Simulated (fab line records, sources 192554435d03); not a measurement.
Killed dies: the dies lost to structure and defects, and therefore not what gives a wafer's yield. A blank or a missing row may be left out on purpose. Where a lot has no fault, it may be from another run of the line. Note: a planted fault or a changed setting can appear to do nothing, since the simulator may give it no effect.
Split-lot experiment + flow n5-finfet + on a route of 1938 steps: 7 lots, 21 wafers read

ON THE SPLIT
At N5_HKMG_FIN_COAT_42 (time 60 s, resist thk 35 nm), the setting spin-rpm was moved away from the recipe's 1500 rpm on 8 of the 21 wafers read, by -9.3% to +5.5%. All remaining wafers had this setting at the recipe value.

FROM THE SPLIT TO THE READING: what the file shows between them, 3 steps
- N5_HKMG_FIN_COAT_43: resist thk 90 nm
- N5_HKMG_FIN_EBR_45
- N5_HKMG_FIN_DESCUM_53: chemistry O2, time 7.9 s

THE READING
CAR-ArF_of_HKMG_FIN_COAT_43.thk-nm (the simulator's own value, which no gauge read), in nm, at N5_HKMG_FIN_ETCH_54 (etches SiARC in CF4, target depth 45.5 nm, time 75.8 s). There is no usual value for it anywhere in the file. The 13 wafers here that ran the recipe average 51.0 nm, standard deviation 0.23 nm.

| wafer  | tool, chamber at the split | spin-rpm as run, rpm | against the recipe | CAR-ArF_of_HKMG_FIN_COAT_43.thk-nm, nm | against lot-mates on the recipe |
|--------|----------------------------|----------------------|--------------------|----------------------------------------|---------------------------------|
| L074.1 | litho-track-05, 0          | 1500                 | recipe             | 51.2                                   | -                               |
| L074.2 | litho-track-05, 0          | 1361                 | -9.3%              | 49.6                                   | -1.6                            |
| L074.4 | litho-track-05, 0          | 1500                 | recipe             | 51.2                                   | -                               |
| L081.3 | litho-track-01, 0          | 1500                 | recipe             | 50.8                                   | -                               |
| L081.4 | litho-track-01, 0          | 1500                 | recipe             | 51                                     | -                               |
| L081.6 | litho-track-01, 0          | 1500                 | recipe             | 50.8                                   | -                               |
| L083.1 | litho-track-01, 0          | 1582                 | +5.5%              | 51.8                                   | +0.4                            |
| L083.5 | litho-track-01, 0          | 1500                 | recipe             | 51.4                                   | -                               |
| L083.6 | litho-track-01, 0          | 1582                 | +5.5%              | 52.2                                   | +0.8                            |
| L091.3 | litho-track-04, 0          | 1370                 | -8.7%              | 49.8                                   | -1.2                            |
| L091.4 | litho-track-04, 0          | 1500                 | recipe             | 51                                     | -                               |
| L091.5 | litho-track-04, 0          | 1500                 | recipe             | 51                                     | -                               |
| L092.1 | litho-track-01, 0          | 1500                 | recipe             | 51.2                                   | -                               |
| L092.3 | litho-track-01, 0          | 1405                 | -6.3%              | 49.8                                   | -1.4                            |
| L092.4 | litho-track-01, 0          | 1405                 | -6.3%              | 50                                     | -1.2                            |
| L095.1 | litho-track-04, 0          | 1386                 | -7.6%              | 49.2                                   | -1.8                            |
| L095.3 | litho-track-04, 0          | 1386                 | -7.6%              | 49.2                                   | -1.8                            |
| L095.5 | litho-track-04, 0          | 1500                 | recipe             | 51                                     | -                               |
| L097.1 | litho-track-01, 0          | 1500                 | recipe             | 50.8                                   | -                               |
| L097.2 | litho-track-01, 0          | 1500                 | recipe             | 50.6                                   | -                               |
| L097.3 | litho-track-01, 0          | 1500                 | recipe             | 50.6                                   | -                               |

THE FIT
A straight line over all 21 wafers: CAR-ArF_of_HKMG_FIN_COAT_43.thk-nm changes by +0.179 nm for each +1% of spin-rpm; r = +0.94; the points scatter about the line by 0.27 nm.
The same after taking each lot's own level away (the mean of its wafers on the recipe; 21 wafers): +0.175 nm for each +1%; r = +0.96; scatter 0.22 nm.
Per that fit: largest spin-rpm move, reading shift of 1.6 nm.
The span of the lots' own levels, 50.67 to 51.40 nm, comes to 3.1 times the standard deviation stated above.
Hence the lot-to-lot level has little effect on the slope; both slopes agree.
Check: -1.73 nm against its lot-mates is what the line predicts for one of the wafers moved furthest among these (-9.3%) when that wafer is left out of the fit. Against them it came out at -1.6 nm.

FURTHER SPLITS ON THESE WAFERS
These wafers also went through other splits before the reading. Each is held against what the fit with the lots' levels taken away leaves over:
| other split on the same wafers     | wafers away from the commonest value | r with CAR-ArF_of_HKMG_FIN_COAT_43.thk-nm (lot level and that fit taken away) |
|------------------------------------|--------------------------------------|-------------------------------------------------------------------------------|
| N5_WELL_APT_EXPOSE_05 dose-mj      | 9                                    | -0.09                                                                         |
| N5_WELL_APT_DESCUM_13 time-s       | 4                                    | +0.53                                                                         |
| N5_FIN_SAQP_ALD_61 temp-c          | 10                                   | -0.04                                                                         |
| N5_FIN_SAQP_EXPOSE_13 dose-mj      | 6                                    | -0.36                                                                         |
| N5_FIN_SAQP_MANDREL_ETCH_22 icp-w  | 9                                    | +0.31                                                                         |
| N5_FIN_CUT_ETCH_21 bias-w          | 5                                    | +0.32                                                                         |
| N5_SD_EPI_N_ETCH_16 target-depth-a | 4                                    | -0.17                                                                         |
| N5_SD_ACTIVATION_LSA_01 temp-c     | 9                                    | +0.02                                                                         |

THE WHOLE CHAIN: every reading that the file lists as answering this split, in the file's order
| step                | what it does                                           | reading                                                                             | change (the file's fit)                                                               | r (the file's) |
|---------------------|--------------------------------------------------------|-------------------------------------------------------------------------------------|---------------------------------------------------------------------------------------|----------------|
| N5_HKMG_FIN_COAT_42 | time 60 s, resist thk 35 nm                            | SiARC_of_HKMG_FIN_COAT_42.thk-nm (the simulator's own value, which no gauge read)   | -0.183 nm for each +1% of the setting                                                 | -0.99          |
| N5_HKMG_FIN_ETCH_54 | etches SiARC in CF4, target depth 45.5 nm, time 75.8 s | etch.depth-nm (the simulator's own value, which no gauge read)                      | -0.18 nm for each +1% of the setting                                                  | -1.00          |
| N5_HKMG_FIN_ETCH_54 | etches SiARC in CF4, target depth 45.5 nm, time 75.8 s | CAR-ArF_of_HKMG_FIN_COAT_43.thk-nm (the simulator's own value, which no gauge read) | +0.175 nm for each +1% of the setting                                                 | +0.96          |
| N5_HKMG_FIN_ETCH_55 | etches SOC in N2/H2, target depth 240 nm, time 300 s   | SiARC_of_HKMG_FIN_COAT_42.thk-nm (the simulator's own value, which no gauge read)   | -0.165 nm for each +1% of the setting, in a fit together with bias-w@HKMG_FIN_ETCH_55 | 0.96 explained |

THE FILE'S OWN FIT
CAR-ArF_of_HKMG_FIN_COAT_43.thk-nm changes by +0.175 nm for each +1% of spin-rpm, r = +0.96.
